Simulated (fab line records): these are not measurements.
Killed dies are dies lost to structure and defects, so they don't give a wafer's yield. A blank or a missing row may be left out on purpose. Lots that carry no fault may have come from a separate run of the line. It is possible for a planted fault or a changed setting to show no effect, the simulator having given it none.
Matching of chambers ; flow n5Finfet ; N5_BEOL_M0_CMP_120 on cmp-03 has 4 sister chambers
The step polishes, stops on SiOC, t overpolish 6.9 s. 7 wafers are shown with their chamber, then 7 later ones without.

== WAFERS WITH THEIR CHAMBER ==
wafer;chamber;motorCurrentA (A);barrierFieldEndpointS (s)
L391.3;3;6.7;3.59
L391.6;0;5.7;3.50
L392.2;0;6.1;3.65
L392.3;2;6.3;3.56
L392.6;1;5.8;3.73
L394.1;1;6.0;3.73
L394.4;3;7.0;3.61

== WAFERS WITH NO CHAMBER GIVEN ==
wafer;motorCurrentA (A);barrierFieldEndpointS (s)
L394.5;6.2;3.52
L405.1;5.9;3.62
L405.2;6.6;3.76
L405.6;6.1;3.61
L406.2;6.2;3.59
L406.3;6.5;3.74
L406.5;5.9;3.78

== CHAMBER TAKEN BY EACH ==
wafer;from the rows above;in truth
L394.5;can't be placed: 2 or 0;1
L405.1;can't be placed: 0 or 1 or 2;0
L405.2;can't be placed: 3 or 1 or 2 or 0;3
L405.6;can't be placed: 0 or 2 or 1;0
L406.2;can't be placed: 2 or 0 or 1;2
L406.3;can't be placed: 1 or 3 or 2 or 0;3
L406.5;1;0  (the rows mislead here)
Correct placement for 0 of the 7. Can't be placed from these rows: 6 (the true chamber is among the candidates in 5). Wrongly placed: 1.
How it was worked out, from the rows above alone: a wafer's distance from a chamber is the root of the sum, over the readings, of the square of ((its reading less the chamber's mean) divided by the reading's scatter). The wafer belongs to the nearest chamber; if the next one is less than 2 further off, it can't be placed. The mean given for a chamber averages the wafers shown for that chamber. How the scatter is found: for the shown wafers, subtract from each reading the mean of its chamber, square and add these, divide the total by (wafers less chambers), then take the root.
